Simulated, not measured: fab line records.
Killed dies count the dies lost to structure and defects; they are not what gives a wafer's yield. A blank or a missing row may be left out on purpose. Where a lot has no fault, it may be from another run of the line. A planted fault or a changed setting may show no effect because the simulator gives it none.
Matching of chambers || flow nand-harc || pecvd-02 running NHARC_A_STAIRCASE_DEP_322: 3 sister chambers
The step deposits SiO2, target thk 3800 nm. 6 wafers are shown with their chamber, then 8 later ones without.

== EACH WAFER AND ITS CHAMBER ==
{"wafer": "L088.2", "chamber": 1, "heater-power-w (W)": 787, "mfc-precursor-sccm (sccm)": 200.2}
{"wafer": "L088.4", "chamber": 1, "heater-power-w (W)": 637, "mfc-precursor-sccm (sccm)": 200.5}
{"wafer": "L093.2", "chamber": 2, "heater-power-w (W)": 784, "mfc-precursor-sccm (sccm)": 199.0}
{"wafer": "L093.3", "chamber": 0, "heater-power-w (W)": 827, "mfc-precursor-sccm (sccm)": 199.3}
{"wafer": "L093.6", "chamber": 2, "heater-power-w (W)": 643, "mfc-precursor-sccm (sccm)": 199.4}
{"wafer": "L094.2", "chamber": 0, "heater-power-w (W)": 888, "mfc-precursor-sccm (sccm)": 199.8}

== WAFERS WHOSE CHAMBER IS MISSING ==
{"wafer": "L094.3", "heater-power-w (W)": 725, "mfc-precursor-sccm (sccm)": 200.1}
{"wafer": "L094.5", "heater-power-w (W)": 795, "mfc-precursor-sccm (sccm)": 199.1}
{"wafer": "L095.1", "heater-power-w (W)": 955, "mfc-precursor-sccm (sccm)": 200.3}
{"wafer": "L095.2", "heater-power-w (W)": 743, "mfc-precursor-sccm (sccm)": 200.5}
{"wafer": "L095.4", "heater-power-w (W)": 643, "mfc-precursor-sccm (sccm)": 199.0}
{"wafer": "L097.1", "heater-power-w (W)": 662, "mfc-precursor-sccm (sccm)": 199.0}
{"wafer": "L097.2", "heater-power-w (W)": 797, "mfc-precursor-sccm (sccm)": 200.5}
{"wafer": "L097.5", "heater-power-w (W)": 809, "mfc-precursor-sccm (sccm)": 199.6}

== CHAMBER TAKEN BY EACH ==
{"wafer": "L094.3", "from the rows above": "can't be placed: 1 or 0", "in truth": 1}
{"wafer": "L094.5", "from the rows above": "can't be placed: 2 or 0", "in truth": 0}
{"wafer": "L095.1", "from the rows above": "can't be placed: 1 or 0 or 2", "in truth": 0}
{"wafer": "L095.2", "from the rows above": 1, "in truth": 1}
{"wafer": "L095.4", "from the rows above": 2, "in truth": 2}
{"wafer": "L097.1", "from the rows above": 2, "in truth": 2}
{"wafer": "L097.2", "from the rows above": 1, "in truth": 1}
{"wafer": "L097.5", "from the rows above": "can't be placed: 0 or 2", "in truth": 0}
4 of 8 placed correctly. From these rows, 4 cannot be placed; in 4 the true chamber is one of the candidates. Placed wrongly: 0.
How it was worked out, from the rows above alone: a wafer's distance from a chamber is the root of the sum, over the readings, of the square of ((its reading less the chamber's mean) divided by the reading's scatter). The wafer belongs to the nearest chamber; if the next one is less than 2 further off, it can't be placed. Each chamber's mean is taken over the wafers shown for it. The scatter is the square root of a quotient: the sum, over the shown wafers, of each reading's squared deviation from its chamber's mean, divided by wafers minus chambers.
